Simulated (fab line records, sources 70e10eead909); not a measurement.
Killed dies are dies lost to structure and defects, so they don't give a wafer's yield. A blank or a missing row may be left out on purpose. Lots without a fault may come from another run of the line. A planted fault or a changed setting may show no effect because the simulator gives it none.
fab line records | flow nand_harc
record lots=11 wafers=33 last_day=33
route steps=1302 shown A_CONTACT@1002 END@1302
lots that met no fault: from a run of the same line without faults
start_h: hours from the record's first day to the start of the lot's first wafer shown | wait_h: hours since the lot's step before | " the same as in the row above | L1.1+2: a row that stands for several wafers | - no value, or no start given | * or withheld: withheld | < > ~ a bound
route shown NAME@n: a module of which the file shows steps, and the number in the route of the first | usual: mean/standard deviation of fault-free wafers | same: alike in all rows | chamber/n: place in a boat | sites: the reading at each site | _std_site: their standard deviation | _edge_site: outer sites' mean less inner sites' | radius_mm: how far each site lies from the wafer's centre | mask NAME#n: copy n | behind: the tool/chamber that last shaped the wafer | hold: why the lot was held/for how many hours/how that ended | device: the transistor (n, p or np) that didn't switch | end of line: the same wafers' tests at the end of the route | a step without rows: its recipe alone | killed: dies lost to structure and defects at the first sort, not the wafer's yield | map: a wafer's dies, x killed, . not, _ none there
set.NAME: the setting as run; set.NAME@STEP: as run at that earlier step | model.NAME: the simulator's own value behind a step, which no gauge read
steps of the route over a sample of lots; a table a step, a row a wafer
services: from which hour (start_h, from the record's first day; less than 0 if before it) a tool's chamber was out of use, for how many hours, and why
## steps
# step NHARC_A_CONTACT_ETCH_49
# recipe target_depth_a=2600 over_etch_frac=0.3 time_s=475.3 ion_energy_ev=200 n2_flow_sccm=150 h2_flow_sccm=150 ar_flow_sccm=0 rf_w=400 bias_w=150 chemistry=N2/H2
# usual drypump_motor_current_A=5.6/0.38 oes_product_au=1.000/0.0078 rf_vpp_V=430.2/2.4 run_length_s=496.8/0.36 showerhead_plenum_p_Torr=2.03/0.087 throttle_valve_pct=14.172/0.0094
# columns lot.wafer tool chamber start_h wait_h drypump_motor_current_A oes_product_au rf_hours_counter_h rf_vpp_V run_length_s showerhead_plenum_p_Torr throttle_valve_pct
L809.2 rie_diel-04 2 - - 5.4 1.008 30 431.6 497.2 2.07 14.171
L809.1 " 1 " " 5.8 0.993 30 430.9 497.5 2.08 14.190
L809.4 " 1 " " 5.8 0.997 - 432.1 497.2 2.08 14.151
L810.1 rie_diel-01 1 - - 5.2 1.010 40 427.7 496.7 1.90 14.180
L810.3 " 3 " " 6.5 0.992 33 427.8 497.5 1.92 14.180
L810.6 " 1 " " 5.2 1.004 - 425.5 496.9 1.90 14.170
L812.4 rie_diel-07 0 - - 5.8 1.009 3 428.0 497.1 1.94 14.155
L812.5 " 2 " " 5.3 1.011 - 430.1 496.4 2.05 14.166
L812.6 " 3 " " 5.3 1.004 - 430.2 496.9 2.03 14.170
L813.2 rie_diel-07 0 - - 5.8 0.991 7 429.0 496.4 1.94 14.161
L813.1 " 1 " " 5.4 0.997 7 430.1 496.2 1.98 14.159
L813.6 " 2 " " 5.2 0.999 - 430.8 496.4 2.05 14.180
L814.1 rie_diel-07 2 - - 5.3 1.003 9 430.7 496.5 2.05 14.185
L814.4 " 3 " " 5.3 0.999 9 429.3 496.3 2.02 14.166
L814.6 " 2 " " 5.3 1.009 - 430.6 496.7 2.05 14.165
L816.4 rie_diel-01 0 - - 5.9 0.994 59 424.4 497.1 1.88 14.171
L816.3 " 1 " " 5.2 1.005 63 427.8 496.9 1.89 14.162
L816.2 " 2 " " 5.5 0.984 59 430.4 496.8 2.07 14.173
L818.4 rie_diel-07 0 - - 5.8 0.998 13 427.5 496.7 1.94 14.156
L818.3 " 1 " " 5.4 1.005 12 430.1 496.8 1.97 14.178
L818.6 " 2 " " 5.3 0.995 - 432.3 496.8 2.04 14.194
L826.2 rie_diel-04 3 - - 6.3 1.008 37 434.5 496.7 2.18 14.179
L826.4 " 1 " " 5.8 1.000 40 430.6 496.9 2.06 14.171
L826.1 " 2 " " 5.4 0.995 25 432.0 497.8 2.05 14.163
L828.1 rie_diel-04 3 - - 6.3 1.004 45 432.9 496.9 2.18 14.154
L828.2 " 0 " " 5.4 1.001 46 428.1 496.5 1.97 14.169
L828.5 " 2 " " 5.4 0.986 - 429.9 497.3 2.05 14.173
L829.4 rie_diel-07 3 - - 5.3 0.999 3 429.3 496.1 2.02 14.157
L829.1 " 0 " " 5.8 0.999 3 427.5 496.5 1.93 14.173
L829.5 " 2 " " 5.3 1.011 - 432.1 496.6 2.04 14.155
L832.2 rie_diel-01 2 707.60 0.2 5.5 0.996 38 430.0 496.5 2.05 14.174
L832.4 " 0 " " 5.8 1.003 - 435.0 497.0 2.20 14.176
L832.6 " 0 " " 5.9 1.000 - 433.6 497.2 2.20 14.170
# step NHARC_A_CONTACT_ETCH_116
# recipe source_w=withheld pressure_mtorr=20 bias_v=3000 time_s=190 target_depth_a=18500 ar_flow_sccm=withheld c4f8_flow_sccm=withheld o2_flow_sccm=withheld chemistry=C4F8/O2/Ar
# usual oes_air_line_au=1.000/0.02 run_length_s=190/0
# columns lot.wafer tool chamber start_h wait_h oes_air_line_au rf_hours_counter_h run_length_s
L809.1 har_cap_etch-03 0 471.44 0.1 0.998 40 190
L809.2 " 1 " " 0.986 40 190
L809.4 " 0 " " 0.971 - 190
L810.1 har_cap_etch-02 1 498.37 0.1 0.982 86 190
L810.3 " 0 " " 0.981 - 190
L810.6 " 0 " " 1.009 - 190
L812.4 har_cap_etch-02 1 511.73 0.1 0.993 - 190
L812.5 " 1 " " 0.994 - 190
L812.6 " 0 " " 0.979 - 190
L813.2 har_cap_etch-03 1 539.56 0.1 0.960 51 190
L813.1 " 0 " " 0.982 51 190
L813.6 " 0 " " 0.973 - 190
L814.1 har_cap_etch-01 1 543.84 0.1 1.014 3 190
L814.4 " 0 " " 0.985 - 190
L814.6 " 0 " " 0.990 - 190
L816.2 har_cap_etch-02 1 556.41 0.1 0.988 96 190
L816.4 " 0 " " 1.000 - 190
L816.3 " 1 " " 0.961 - 190
L818.4 har_cap_etch-01 1 576.75 0.1 1.022 - 190
L818.3 " 0 " " 1.028 - 190
L818.6 " 0 " " 0.985 - 190
L826.2 har_cap_etch-02 1 655.49 0.1 1.026 113 190
L826.1 " 0 " " 1.022 113 190
L826.4 " 1 " " 1.014 - 190
L828.2 har_cap_etch-02 0 683.32 0.1 0.999 118 190
L828.1 " 1 " " 0.998 118 190
L828.5 " 1 " " 0.979 - 190
L829.1 har_cap_etch-03 0 684.10 0.1 1.024 80 190
L829.4 " 0 " " 1.023 - 190
L829.5 " 0 " " 1.010 - 190
L832.2 har_cap_etch-01 0 711.16 0.1 1.005 34 190
L832.4 " 0 " " 1.004 - 190
L832.6 " 0 " " 0.970 - 190
# step NHARC_A_CONTACT_ETCH_119
# recipe source_w=withheld pressure_mtorr=20 bias_v=3000 time_s=190 target_depth_a=18500 ar_flow_sccm=withheld c4f8_flow_sccm=withheld o2_flow_sccm=withheld chemistry=C4F8/O2/Ar
# usual oes_air_line_au=1.004/0.02 run_length_s=190/0
# columns lot.wafer tool chamber start_h wait_h oes_air_line_au rf_hours_counter_h run_length_s
L809.1 har_cap_etch-03 0 471.95 0.1 0.997 40 190
L809.2 " 1 " " 0.986 40 190
L809.4 " 0 " " 1.007 - 190
L810.1 har_cap_etch-02 1 498.89 0.1 0.978 86 190
L810.3 " 0 " " 1.010 - 190
L810.6 " 0 " " 0.993 - 190
L812.4 har_cap_etch-02 1 512.24 0.1 1.024 - 190
L812.5 " 1 " " 1.032 - 190
L812.6 " 0 " " 1.018 - 190
L813.2 har_cap_etch-03 1 540.08 0.1 0.939 51 190
L813.1 " 0 " " 0.997 51 190
L813.6 " 0 " " 0.990 - 190
L814.1 har_cap_etch-01 1 544.35 0.1 1.043 4 190
L814.4 " 0 " " 1.028 - 190
L814.6 " 0 " " 1.033 - 190
L816.2 har_cap_etch-02 1 556.92 0.1 1.016 96 190
L816.4 " 0 " " 1.029 - 190
L816.3 " 1 " " 1.020 - 190
L818.4 har_cap_etch-01 1 577.26 0.1 0.952 - 190
L818.3 " 0 " " 1.001 - 190
L818.6 " 0 " " 1.012 - 190
L826.2 har_cap_etch-02 1 656.00 0.1 0.999 113 190
L826.1 " 0 " " 1.052 113 190
L826.4 " 1 " " 1.011 - 190
L828.2 har_cap_etch-02 0 683.83 0.1 0.994 119 190
L828.1 " 1 " " 0.998 119 190
L828.5 " 1 " " 1.012 - 190
L829.1 har_cap_etch-03 0 684.61 0.1 1.035 80 190
L829.4 " 0 " " 1.013 - 190
L829.5 " 0 " " 1.016 - 190
L832.2 har_cap_etch-01 0 711.67 0.1 1.039 34 190
L832.4 " 0 " " 1.037 - 190
L832.6 " 0 " " 1.013 - 190
# step NHARC_A_CONTACT_ETCH_96
# recipe target_depth_a=200 over_etch_frac=0.5 time_s=10 ion_energy_ev=250 c4f6_flow_sccm=25 o2_flow_sccm=20 ar_flow_sccm=500 rf_w=600 bias_w=500 chemistry=C4F6/O2
# usual drypump_motor_current_A=5.6/0.36 oes_product_au=0.975/0.024 rf_vpp_V=545.7/2.9 run_length_s=31.1/0.31 showerhead_plenum_p_Torr=3.87/0.14 throttle_valve_pct=26.902/0.0092
# columns lot.wafer tool chamber start_h wait_h drypump_motor_current_A oes_product_au rf_hours_counter_h rf_vpp_V run_length_s showerhead_plenum_p_Torr throttle_valve_pct
L809.1 rie_diel-01 1 473.76 - 5.2 1.000 29 542.0 30.9 3.69 26.894
L809.4 " 2 " " 5.5 0.994 26 548.4 31.5 3.99 26.889
L809.2 " 0 " " 5.9 0.991 29 542.2 31.5 3.66 26.918
L810.1 rie_diel-07 2 500.68 - 5.3 1.003 2 547.2 31.1 3.94 26.893
L810.3 " 0 " " 5.8 1.006 2 544.2 31.0 3.76 26.909
L810.6 " 1 " " 5.4 1.006 - 545.2 30.9 3.82 26.886
L812.4 rie_diel-07 0 514.15 - 5.9 0.951 4 543.4 31.0 3.76 26.906
L812.6 " 1 " " 5.4 0.968 - 545.2 30.8 3.82 26.904
L812.5 " 2 " " 5.3 0.979 - 545.6 31.1 3.94 26.909
L813.2 rie_diel-04 2 541.92 - 5.4 0.986 0 546.7 32.2 3.96 26.903
L813.1 " 0 " " 5.4 0.987 0 543.9 30.9 3.83 26.897
L813.6 " 2 " " 5.4 0.991 - 547.4 31.4 3.96 26.897
L814.4 rie_diel-07 2 546.13 - 5.3 0.956 10 547.7 31.0 3.93 26.911
L814.1 " 3 " " 5.4 0.962 10 545.9 30.8 3.90 26.912
L814.6 " 1 " " 5.4 0.967 - 544.4 31.0 3.82 26.902
L816.3 rie_diel-07 3 558.67 - 5.3 0.996 13 547.2 30.6 3.90 26.908
L816.2 " 0 " " 5.9 1.001 11 544.2 31.3 3.75 26.906
L816.4 " 2 " " 5.3 1.010 13 548.0 31.3 3.93 26.900
L818.4 rie_diel-07 1 579.01 - 5.4 0.928 14 543.0 30.9 3.81 26.905
L818.3 " 0 " " 5.8 0.950 14 544.2 27.3 3.75 26.908
L818.6 " 2 " " 5.3 0.934 - 546.8 31.2 3.93 26.909
L826.1 rie_diel-04 3 657.78 - 6.2 0.939 38 552.1 31.6 4.17 26.912
L826.4 " 0 " " 5.4 0.931 40 545.2 31.1 3.81 26.898
L826.2 " 2 " " 5.4 0.934 27 544.6 31.5 3.94 26.896
L828.2 rie_diel-07 1 685.63 - 5.4 0.963 3 544.3 31.0 3.80 26.890
L828.1 " 2 " " 5.3 0.977 3 548.0 31.7 3.92 26.900
L828.5 " 1 " " 5.4 0.965 - 543.3 31.1 3.80 26.886
L829.4 rie_diel-07 1 686.38 - 5.4 0.949 3 547.5 30.7 3.80 26.888
L829.1 " 2 " " 5.3 0.956 3 546.8 30.9 3.92 26.900
L829.5 " 1 " " 5.4 0.943 - 545.0 31.0 3.80 26.910
L832.2 rie_diel-07 0 713.47 - 5.9 1.000 9 542.6 30.8 3.74 26.901
L832.4 " 1 " " 5.3 1.003 8 545.9 30.7 3.80 26.905
L832.6 " 0 " " 5.9 1.001 - 544.2 30.8 3.74 26.886
# step NHARC_END_SORT_01
# recipe temp_c=25
# usual killed_at_array=56/20 killed_at_other=1/1.3 killed_at_periphery=3.5/2.7 killed_dies=60/20 killed_open=3.3/1.6 killed_short=2.4/1.5
# same gross_dies=677
# columns lot.wafer tool chamber start_h wait_h hold killed_at_array killed_at_other killed_at_periphery killed_dies killed_open killed_short
L809.1 prober-02 0 533.94 2.5 - 41 0 3 44 2 5
L809.2 prober-02 0 534.73 2.8 - 58 0 6 64 7 1
L809.4 prober-02 0 536.30 3.4 - 56 0 5 61 4 3
L813.1 prober-01 0 610.46 2.5 - 78 0 5 83 1 3
L813.2 prober-01 0 611.25 2.8 - 59 2 2 63 2 4
L813.6 prober-01 0 614.44 4.0 - 63 2 1 66 3 1
L816.2 prober-02 0 625.98 2.7 - 57 0 5 62 5 1
L816.3 prober-02 0 626.78 3.1 - 43 2 5 50 4 4
L816.4 prober-02 0 627.58 3.4 - 57 2 4 63 4 0
L818.3 prober-02 0 648.84 3.1 await_dispo/1.5h/release 439 1 4 444 1 3
L818.4 prober-02 0 649.65 3.4 await_dispo/1.5h/release 61 0 3 64 4 4
L818.6 prober-02 0 651.26 4.0 await_dispo/1.5h/release 50 0 1 51 1 3
L826.1 prober-01 0 721.97 2.5 - 53 1 1 55 3 2
L826.2 prober-01 0 722.77 2.8 - 44 0 1 45 2 5
L826.4 prober-01 0 724.38 3.4 - 45 2 4 51 2 3
# killed by level:class
L809.1 A_CHANNEL_HOLE_D2:chamber_film_flake=12 A_CONTACT:chamber_film_flake=11 A_SGD_CUT:chamber_film_flake=4 A_SLIT:chamber_film_flake=3 A_SGD_CUT:geometric_particle:short=2 P_GATE:chamber_film_flake=2 A_STAIRCASE:chamber_film_flake=2 P_CONTACT:geometric_particle:short=1
L809.2 A_CHANNEL_HOLE_D2:chamber_film_flake=34 A_CONTACT:chamber_film_flake=10 A_SLIT:chamber_film_flake=5 A_SGD_CUT:chamber_film_flake=3 P_CONTACT:geometric_particle:open=2 P_M0:geometric_particle:open=2 A_STAIRCASE:chamber_film_flake=2 P_STI:geometric_particle:open=1
L809.4 A_CHANNEL_HOLE_D2:chamber_film_flake=32 A_CONTACT:chamber_film_flake=7 A_SLIT:chamber_film_flake=4 P_GATE:chamber_film_flake=3 A_STAIRCASE:chamber_film_flake=2 A_SGD_CUT:chamber_film_flake=2 P_GATE:geometric_particle:open=1 P_CONTACT:geometric_particle:open=1
L813.1 A_CHANNEL_HOLE_D1:chamber_film_flake=35 A_SLIT:chamber_film_flake=23 A_CHANNEL_HOLE_D2:chamber_film_flake=6 A_CONTACT:chamber_film_flake=5 P_GATE:chamber_film_flake=2 A_ZERO_WELL:chamber_film_flake=2 A_CHANNEL_FILL_D1:chamber_film_flake=2 A_WL_FILL:chamber_film_flake=2
L813.2 A_SLIT:chamber_film_flake=23 A_CHANNEL_HOLE_D1:chamber_film_flake=17 A_CHANNEL_HOLE_D2:chamber_film_flake=5 A_CONTACT:chamber_film_flake=5 A_ONON_D1:geometric_particle:short=3 P_GATE:chamber_film_flake=2 THIN_TSV:chamber_film_flake=2 A_DECK1_JOINT:geometric_particle:short=1
L813.6 A_SLIT:chamber_film_flake=25 A_CHANNEL_HOLE_D1:chamber_film_flake=18 A_CHANNEL_HOLE_D2:chamber_film_flake=10 A_CONTACT:chamber_film_flake=4 THIN_TSV:chamber_film_flake=2 P_CONTACT:geometric_particle:short=1 A_CHANNEL_HOLE_D1:geometric_particle:open=1 A_DECK1_JOINT:geometric_particle:open=1
L816.2 A_CHANNEL_HOLE_D1:chamber_film_flake=30 A_CONTACT:chamber_film_flake=10 A_CHANNEL_HOLE_D2:chamber_film_flake=7 A_CHANNEL_FILL_D2:geometric_particle:open=2 P_CONTACT:chamber_film_flake=2 P_STI:geometric_particle:open=1 P_GATE:geometric_particle:short=1 A_SGD_CUT:geometric_particle:open=1
L816.3 A_CHANNEL_HOLE_D1:chamber_film_flake=15 A_CHANNEL_HOLE_D2:chamber_film_flake=10 A_CONTACT:chamber_film_flake=7 A_STAIRCASE:chamber_film_flake=2 A_WL_FILL:chamber_film_flake=2 THIN_TSV:chamber_film_flake=2 P_CONTACT:geometric_particle:open=1 P_M0:geometric_particle:open=1
L816.4 A_CHANNEL_HOLE_D1:chamber_film_flake=28 A_CONTACT:chamber_film_flake=11 A_CHANNEL_HOLE_D2:chamber_film_flake=10 A_WL_FILL:chamber_film_flake=3 P_STI:chamber_film_flake=2 P_CONTACT:chamber_film_flake=2 A_DECK1_JOINT:geometric_particle:open=1 A_CHANNEL_HOLE_D2:geometric_particle:open=1
L818.3 A_CONTACT:area_etch=386 A_SLIT:chamber_film_flake=24 A_CHANNEL_HOLE_D2:chamber_film_flake=15 A_CONTACT:chamber_film_flake=7 A_CHANNEL_FILL_D1:geometric_particle:short=2 P_BONDPAD:chamber_film_flake=2 P_M0:geometric_particle:short=1 A_ONON_D1:geometric_particle:open=1
L818.4 A_SLIT:chamber_film_flake=28 A_CHANNEL_HOLE_D2:chamber_film_flake=16 A_CHANNEL_HOLE_D1:chamber_film_flake=3 A_CHANNEL_FILL_D1:chamber_film_flake=3 A_CONTACT:chamber_film_flake=3 P_GATE:geometric_particle:open=1 P_CONTACT:geometric_particle:short=1 A_ONON_D1:geometric_particle:short=1
L818.6 A_SLIT:chamber_film_flake=25 A_CHANNEL_HOLE_D2:chamber_film_flake=12 A_CONTACT:chamber_film_flake=4 A_CHANNEL_HOLE_D1:chamber_film_flake=2 A_SOURCE_PLATE:geometric_particle:short=1 A_DECK1_JOINT:geometric_particle:short=1 A_ONON_D2:geometric_particle:short=1 A_BLC:geometric_particle:open=1
L826.1 A_CHANNEL_HOLE_D1:chamber_film_flake=35 A_SLIT:chamber_film_flake=4 A_CONTACT:chamber_film_flake=3 A_STAIRCASE:chamber_film_flake=3 P_M0:geometric_particle:open=1 A_SOURCE_PLATE:geometric_particle:open=1 A_CHANNEL_FILL_D1:geometric_particle:short=1 A_ONON_D2:geometric_particle:short=1
L826.2 A_CHANNEL_HOLE_D1:chamber_film_flake=15 A_CONTACT:chamber_film_flake=7 A_SLIT:chamber_film_flake=5 A_CHANNEL_FILL_D1:geometric_particle:short=3 A_CHANNEL_FILL_D1:chamber_film_flake=3 A_STAIRCASE:chamber_film_flake=3 A_WL_FILL:chamber_film_flake=2 A_CHANNEL_HOLE_D1:geometric_particle:open=1
L826.4 A_CHANNEL_HOLE_D1:chamber_film_flake=27 A_CONTACT:chamber_film_flake=7 A_SLIT:chamber_film_flake=3 P_M2:chamber_film_flake=2 THIN_TSV:chamber_film_flake=2 P_M0:geometric_particle:open=1 A_SOURCE_PLATE:geometric_particle:short=1 A_CHANNEL_HOLE_D1:geometric_particle:short=1
## services
# columns tool chamber start_h hours kind
rie_diel-04 1 445.58 4.4 repair
rie_diel-07 0 450.34 - clean
rie_diel-07 1 450.34 - clean
rie_diel-07 2 450.34 - clean
rie_diel-07 3 450.34 - clean
rie_diel-07 0 453.01 7.4 repair
rie_diel-04 0 460.20 10.4 repair
rie_diel-07 - 471.29 9.0 pm
rie_diel-07 0 471.29 9.0 vent_cycle
rie_diel-07 1 471.29 9.0 vent_cycle
rie_diel-07 2 471.29 9.0 vent_cycle
har_cap_etch-01 - 497.00 17.0 pm
har_cap_etch-03 - 514.70 3.3 repair
rie_diel-04 - 532.73 9.0 pm
rie_diel-01 - 558.05 9.0 pm
rie_diel-04 2 567.01 34.5 repair
rie_diel-04 3 630.97 5.3 repair
rie_diel-07 3 631.26 12.1 repair
rie_diel-07 - 648.29 9.0 pm
rie_diel-01 0 649.19 9.2 repair
rie_diel-01 2 669.02 1.4 repair
rie_diel-01 3 684.43 65.4 repair
rie_diel-01 1 694.54 20.5 repair
rie_diel-04 - 710.34 9.0 pm
## key
first_sign step=NHARC_A_CONTACT_ETCH_96 reading=run_length_s direction=down sigmas=12 usual=* struck=*
effect step=NHARC_END_SORT_01 reading=killed_at_array direction=up sigmas=20 usual=56 struck=439
more_kills_born_at NHARC_A_CONTACT_ETCH_96@rie_diel-07=386
met_at NHARC_A_CONTACT_ETCH_96
struck_lots L818
struck_wafers L818.3
later_rows_left_out L818.3
tester_left_out L818
not_acting_at NHARC_A_CONTACT_ETCH_49,NHARC_A_CONTACT_ETCH_116,NHARC_A_CONTACT_ETCH_119
onset_between 558.67 579.01
fault kind=process_parameter_drift tool=rie_diel-07 chamber=0 onset_h=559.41 steps=NHARC_A_CONTACT_ETCH_96 channel=time_s offset=* shape=step end_h=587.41 acts_in=* stated=*
# tester_left_out: of these lots the tester's yield and bins aren't shown, on N5 and GAA mostly nor the transistor test; their killed dies are dies lost to structure and defects alone, not to doping, threshold or leakage, so they don't give the yield
# later_rows_left_out: the simulator's readings of these wafers behind a module that went badly wrong aren't trusted and aren't shown, but for the sort
